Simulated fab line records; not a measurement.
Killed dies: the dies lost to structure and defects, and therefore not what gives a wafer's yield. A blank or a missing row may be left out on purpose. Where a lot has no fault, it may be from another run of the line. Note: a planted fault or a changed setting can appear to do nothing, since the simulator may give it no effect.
fab line records	flow nand_harc
record: lots: 6	wafers: 18	last_day: 25
route steps=1159 shown P_M1@311 P_M2@318 END@1159
lots that met no fault: from a run of the same line without faults
start_h: the number of hours between the record's first day and the start of the first shown wafer of the lot	wait_h: hours from the lot's prior step to this one	" the same as in the row above	L1.1+2: several wafers, shown together as one row	- no value present, or no start provided	* or withheld: withheld	< > ~ a bound
route shown NAME@n: NAME is a module with steps in the file, n the number in the route of the first one	usual: mean/standard deviation taken from wafers without a fault	same: alike in all rows	chamber/n: place in a boat	sites: readings site by site	_std_site: the values' standard deviation	_edge_site: inner sites' mean taken away from outer sites' mean	radius_mm: for every site, how far away it sits from the centre of the wafer	mask NAME#n: copy n	behind: tool/chamber where the wafer was last shaped	hold: cause of the lot's hold/its duration in hours/its outcome	device: the transistor (n, p or np) that didn't switch	end of line: at the end of the route, the tests of the same wafers	a step given without rows: its recipe and nothing more	killed: at the first sort, the dies lost to defects and structure; wafer yield is something else	map: per-die view of a wafer (x killed, . not killed, _ where there is no die)
set.NAME: setting as actually run; set.NAME@STEP: the setting as run at that earlier step	model.NAME: the simulator's own value behind a step, which no gauge read
a table for each step, a row for each wafer; lots at some steps of the route
services: from which hour (start_h, from the record's first day; less than 0 if before it) a tool's chamber was out of use, for how many hours, and why
== steps ==
step: NHARC_P_M1_CMP_23
recipe: t_overpolish_s: 20	target_thk_nm: 157.82
usual: motor_current_A: 12.2/1.2	slurry_flow_ml_min: 150.1/0.44	time_to_endpoint_s: 29.8/2.4
lot.wafer	tool	chamber	start_h	wait_h	motor_current_A	slurry_flow_ml_min	time_to_endpoint_s
L385.1	cmp-02	0	142.90	-	11.7	149.9	32.7
L385.5	"	3	"	"	13.6	150.5	28.0
L385.6	"	0	"	"	11.5	149.4	32.8
L387.3	cmp-04	0	143.35	-	13.0	151.0	31.9
L387.2	"	1	"	"	11.5	149.8	30.5
L387.4	"	2	"	"	12.0	150.2	27.3
L396.3	cmp-04	2	200.12	-	12.6	149.7	28.5
L396.2	"	1	"	"	11.4	150.4	29.5
L396.5	"	2	"	"	12.3	150.7	28.0
L399.1	cmp-01	0	200.48	-	13.7	149.7	30.4
L399.4	"	2	"	"	11.9	149.8	27.0
L399.5	"	1	"	"	12.1	150.5	31.9
L405.1	cmp-04	1	239.51	-	11.3	149.9	28.6
L405.3	"	2	"	"	11.7	149.9	27.3
L405.2	"	0	"	"	13.7	150.8	28.8
L408.3	cmp-04	0	264.86	-	13.5	150.0	26.7
L408.6	"	2	"	"	11.7	149.8	27.1
L408.5	"	3	"	"	11.8	150.0	24.6
step: NHARC_P_M1_THK_MEAS_24
recipe: thk_meas_gauge: xrf
usual: thk_nm: 158.2/1.3
lot.wafer	tool	chamber	start_h	wait_h	thk_nm
L385.1	film_metro-01	-	143.19	-	159.4
L385.5	"	-	"	"	157.2
L385.6	"	-	"	"	159.7
L387.2	film_metro-01	-	143.63	-	158.0
L387.3	"	-	"	"	158.4
L387.4	"	-	"	"	158.2
L396.2	film_metro-02	-	200.44	-	157.7
L396.3	"	-	"	"	156.4
L396.5	"	-	"	"	158.7
L399.1	film_metro-02	-	200.80	-	155.7
L399.4	"	-	"	"	158.8
L399.5	"	-	"	"	158.9
L405.1	film_metro-01	-	239.83	-	157.1
L405.2	"	-	"	"	157.5
L405.3	"	-	"	"	156.0
L408.3	film_metro-02	-	265.12	-	157.6
L408.5	"	-	"	"	159.5
L408.6	"	-	"	"	156.5
step: NHARC_P_M1_SRD_25
step: NHARC_P_M1_INSPECT_27
usual: raw_defect_count: 310/110
lot.wafer	tool	chamber	start_h	wait_h	raw_defect_count
L385.1	defect_inspect-01	-	143.34	0.0	218
L385.5	"	-	"	"	237
L385.6	"	-	"	"	226
L387.2	defect_inspect-01	-	143.79	0.0	260
L387.3	"	-	"	"	234
L387.4	"	-	"	"	275
L396.2	defect_inspect-02	-	200.59	0.0	527
L396.3	"	-	"	"	401
L396.5	"	-	"	"	342
L399.1	defect_inspect-02	-	200.96	0.0	472
L399.4	"	-	"	"	412
L399.5	"	-	"	"	504
L405.1	defect_inspect-02	-	239.98	0.0	212
L405.2	"	-	"	"	277
L405.3	"	-	"	"	244
L408.3	defect_inspect-01	-	265.27	0.0	161
L408.5	"	-	"	"	188
L408.6	"	-	"	"	269
step: NHARC_P_M1_PRE_CLEAN_32
recipe: time_s: 12	temp_c: 370	rf_power_w: 300	gas: NH3
usual: heater_power_outer_w: 347/55	heater_power_w: 623/87
lot.wafer	tool	chamber	start_h	wait_h	heater_power_outer_w	heater_power_w
L385.1	pecvd-04	2	143.42	0.1	327	608
L385.5	"	2	"	"	323	613
L385.6	"	0	"	"	309	613
L387.3	pecvd-04	1	144.08	0.3	269	494
L387.2	"	2	"	"	288	558
L387.4	"	2	"	"	291	564
L396.2	pecvd-02	0	200.76	0.2	341	650
L396.3	"	1	"	"	339	603
L396.5	"	0	"	"	348	665
L399.1	pecvd-02	1	201.08	0.1	372	664
L399.4	"	1	"	"	380	673
L399.5	"	2	"	"	322	596
L405.3	pecvd-04	0	240.05	0.1	311	599
L405.1	"	1	"	"	237	464
L405.2	"	2	"	"	305	582
L408.3	pecvd-02	1	265.35	0.1	349	620
L408.5	"	0	"	"	445	799
L408.6	"	2	"	"	401	692
step: NHARC_P_M1_DEP_33
recipe: target_thk_a: 300	temp_c: 370	target_thk_nm: 30	pressure_torr: 3	flow_sccm: 200	rf_w: 450	material: SiCN
usual: chamber_pressure_Torr: 3.000/0.007	heater_power_outer_w: 303/46	heater_power_w: 566/75
lot.wafer	tool	chamber	start_h	wait_h	chamber_pressure_Torr	heater_power_outer_w	heater_power_w
L385.1	pecvd-04	2	143.53	0.1	2.998	232	494
L385.5	"	2	"	"	3.005	238	506
L385.6	"	0	"	"	2.998	277	557
L387.3	pecvd-04	1	144.16	0.1	2.989	222	422
L387.2	"	2	"	"	2.999	274	564
L387.4	"	2	"	"	2.991	275	562
L396.2	pecvd-02	0	200.87	0.1	3.002	348	660
L396.3	"	1	"	"	2.997	281	552
L396.5	"	0	"	"	3.004	338	654
L399.1	pecvd-02	1	201.16	0.1	3.010	326	598
L399.4	"	1	"	"	3.006	320	609
L399.5	"	2	"	"	3.001	339	617
L405.3	pecvd-04	0	240.13	0.1	2.986	278	547
L405.1	"	1	"	"	2.992	236	444
L405.2	"	2	"	"	2.993	290	544
L408.3	pecvd-02	1	265.46	0.1	3.000	323	578
L408.5	"	0	"	"	3.000	385	707
L408.6	"	2	"	"	3.001	330	596
step: NHARC_P_M2_DEP_00
recipe: target_thk_a: 1825	target_thk_nm: 182.5	temp_c: withheld	pressure_torr: 5	flow_sccm: 200	rf_w: 600	material: SiOC
step: NHARC_P_M2_DEHYDRATE_01
recipe: temp_c: 150	time_s: 120
step: NHARC_P_M2_HMDS_02
recipe: time_s: 30
step: NHARC_P_M2_COAT_34
recipe: temp_c: 200	time_s: 65
step: NHARC_P_M2_COAT_03
recipe: spin_rpm: 1500	resist_thk_nm: 90
step: NHARC_P_M2_SOFTBAKE_04
recipe: temp_c: 105	time_s: 55
usual: heater_power_total_W: 188.47/0.14
lot.wafer	tool	chamber	start_h	wait_h	heater_power_total_W
L385.1	litho_track-06	0	144	-	188.42
L385.5	"	0	"	"	188.32
L385.6	"	0	"	"	188.47
L387.2	litho_track-01	0	144	-	188.51
L387.3	"	0	"	"	188.53
L387.4	"	0	145	-	188.34
L396.2	litho_track-06	0	201	-	212.95
L396.3	"	0	"	"	212.47
L396.5	"	0	"	"	212.48
L399.1	litho_track-06	0	202	-	212.56
L399.4	"	0	"	"	212.54
L399.5	"	0	"	"	212.45
L405.1	litho_track-01	0	241	-	188.44
L405.2	"	0	"	"	188.62
L405.3	"	0	"	"	188.35
L408.3	litho_track-04	0	266	-	188.41
L408.5	"	0	"	"	188.40
L408.6	"	0	"	"	188.29
step: NHARC_P_M2_EBR_05
step: NHARC_END_SORT_01
recipe: temp_c: 25
usual: defect_limited_yield: 95.2/1.6	killed_at_array: 29/10	killed_at_other: 0.7/1.1	killed_at_periphery: 3.2/2.2	killed_dies: 33/11	killed_open: 3.5/1.8	killed_short: 2.0/1.4	sort_bin_2_pct: 1.5/0.61	sort_bin_3_pct: 0.29/0.22	sort_bin_4_pct: 3.1/1.1	sort_n_pass: 644/11	sort_rim_yield_pct: 95/3.3	sort_yield_pct: 95.2/1.6
same: gross_dies: 677	sort_bin_5_pct[%]: 0	sort_bin_6_pct[%]: 0	sort_bin_7_pct[%]: 0	sort_bin_8_pct[%]: 0	sort_rim_n_gross: 106.00
lot.wafer	tool	chamber	start_h	wait_h	defect_limited_yield[%]	killed_at_array	killed_at_other	killed_at_periphery	killed_dies	killed_open	killed_short	sort_bin_2_pct[%]	sort_bin_3_pct[%]	sort_bin_4_pct[%]	sort_n_pass	sort_rim_yield_pct[%]	sort_yield_pct[%]
L387.2	prober-01	0	475.40	2.8	96.8	20	0	2	22	2	3	1.3	0	1.9	655	97	96.8
L387.3	prober-01	0	476.19	3.1	96.0	25	0	2	27	3	2	0.6	0.59	2.8	650	98	96.0
L387.4	prober-01	0	476.98	3.4	94.5	35	0	2	37	2	4	1.5	0.74	3.2	640	90	94.5
L396.2	prober-02	0	514.73	2.8	92.6	41	0	9	50	4	5	2.7	0.44	4.3	627	87	92.6
L396.3	prober-02	0	515.52	3.1	93.1	41	1	5	47	1	1	2.4	0.89	3.7	630	97	93.1
L396.5	prober-02	0	517.11	3.7	94.7	30	1	5	36	7	0	1.9	0.15	3.2	641	92	94.7
L399.1	prober-01	0	521.57	2.5	96.2	24	0	2	26	7	1	0.9	0.15	2.8	651	98	96.2
L399.4	prober-01	0	524.00	3.4	97.3	16	0	2	18	3	0	0.9	0.15	1.6	659	98	97.3
L399.5	prober-01	0	524.81	3.7	97.3	16	2	0	18	0	1	0.6	0.30	1.8	659	98	97.3
killed by level:class
L387.2 A_CHANNEL_HOLE_D1:chamber_film_flake=13 A_CONTACT:chamber_film_flake=2 P_CONTACT:geometric_particle:open=1 P_M0:geometric_particle:open=1 A_CHANNEL_HOLE_D1:geometric_particle:short=1 A_SGD_CUT:geometric_particle:short=1 A_WL_FILL:geometric_particle:short=1 A_CHANNEL_FILL_D1:chamber_film_flake=1
L387.3 A_CHANNEL_HOLE_D1:chamber_film_flake=15 A_STAIRCASE:chamber_film_flake=3 A_CONTACT:chamber_film_flake=2 P_M2:geometric_particle:open=1 A_CHANNEL_FILL_D1:geometric_particle:short=1 A_SGD_CUT:geometric_particle:short=1 A_WL_FILL:geometric_particle:open=1 A_CONTACT:geometric_particle:open=1
L387.4 A_CHANNEL_HOLE_D1:chamber_film_flake=17 A_STAIRCASE:chamber_film_flake=5 A_CONTACT:chamber_film_flake=4 A_WL_FILL:chamber_film_flake=2 P_CONTACT:geometric_particle:open=1 A_SOURCE_PLATE:geometric_particle:short=1 A_ONON_D1:geometric_particle:short=1 A_CHANNEL_HOLE_D1:geometric_particle:open=1
L396.2 A_CHANNEL_HOLE_D1:chamber_film_flake=17 A_SLIT:chamber_film_flake=8 A_STAIRCASE:chamber_film_flake=5 A_CONTACT:chamber_film_flake=5 P_M2:chamber_film_flake=4 A_CONTACT:geometric_particle:short=2 P_GATE:chamber_film_flake=2 P_GATE:geometric_particle:open=1
L396.3 A_CHANNEL_HOLE_D1:chamber_film_flake=18 A_SLIT:chamber_film_flake=14 A_STAIRCASE:chamber_film_flake=6 P_M2:chamber_film_flake=3 P_GATE:chamber_film_flake=2 A_ONON_D1:geometric_particle:short=1 A_SLIT:geometric_particle:open=1 A_CONTACT:chamber_film_flake=1
L396.5 A_CHANNEL_HOLE_D1:chamber_film_flake=15 A_STAIRCASE:chamber_film_flake=4 A_ONON_D1:geometric_particle:open=3 P_M2:chamber_film_flake=3 A_CONTACT:geometric_particle:open=2 A_SLIT:chamber_film_flake=2 A_CONTACT:chamber_film_flake=2 P_GATE:geometric_particle:open=1
L399.1 A_CONTACT:chamber_film_flake=8 A_CHANNEL_HOLE_D1:chamber_film_flake=6 A_STAIRCASE:chamber_film_flake=3 A_ONON_D1:geometric_particle:open=2 A_M0:geometric_particle:open=2 P_GATE:geometric_particle:short=1 P_CONTACT:geometric_particle:open=1 A_CHANNEL_FILL_D1:geometric_particle:open=1
L399.4 A_STAIRCASE:chamber_film_flake=5 A_CHANNEL_HOLE_D1:chamber_film_flake=4 A_SLIT:chamber_film_flake=2 A_CONTACT:chamber_film_flake=2 P_M0:geometric_particle:open=1 A_CONTACT:geometric_particle:open=1 A_BLC:geometric_particle:open=1 P_BONDPAD:chamber_film_flake=1
L399.5 A_CHANNEL_HOLE_D1:chamber_film_flake=9 A_CONTACT:chamber_film_flake=4 A_SLIT:chamber_film_flake=2 THIN_TSV:chamber_film_flake=2 A_WL_FILL:geometric_particle:short=1
== services ==
tool	chamber	start_h	hours	kind
cmp-01	-	124.71	0.6	repair
cmp-02	-	128.50	4.0	pm
litho_track-04	-	141.00	7.0	pm
pecvd-02	-	153.20	13.0	pm
pecvd-02	0	153.20	13.0	vent_cycle
pecvd-02	1	153.20	13.0	vent_cycle
pecvd-02	2	153.20	13.0	vent_cycle
pecvd-02	0	166.20	-	clean
pecvd-02	1	166.20	-	clean
pecvd-02	2	166.20	-	clean
pecvd-04	2	177.51	5.0	repair
cmp-01	-	179.50	4.0	pm
cmp-04	-	189.33	1.9	repair
pecvd-04	-	195.00	13.0	pm
pecvd-04	0	195.00	13.0	vent_cycle
pecvd-04	1	195.00	13.0	vent_cycle
pecvd-04	2	195.00	13.0	vent_cycle
cmp-04	-	203.07	4.0	pm
pecvd-04	0	208.00	-	clean
pecvd-04	1	208.00	-	clean
cmp-02	-	226.56	4.0	pm
pecvd-04	-	244.85	1.2	repair
cmp-01	-	258.67	1.3	repair
cmp-02	-	261.23	0.5	repair
== key ==
first_sign: step: NHARC_P_M2_SOFTBAKE_04	reading: heater_power_total_W	direction: up	sigmas: 99+	usual: *	struck: *
effect none on later readings
met_at NHARC_P_M2_SOFTBAKE_04
struck_wafers L396.2,L396.3,L396.5,L399.1,L399.4,L399.5
onset_between 144 201
fault: kind: process_parameter_drift	tool: litho_track-06	chamber: -	onset_h: 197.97	steps: NHARC_P_M2_SOFTBAKE_04	channel: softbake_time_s	offset: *	shape: step	end_h: 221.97	acts_in: *	stated: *
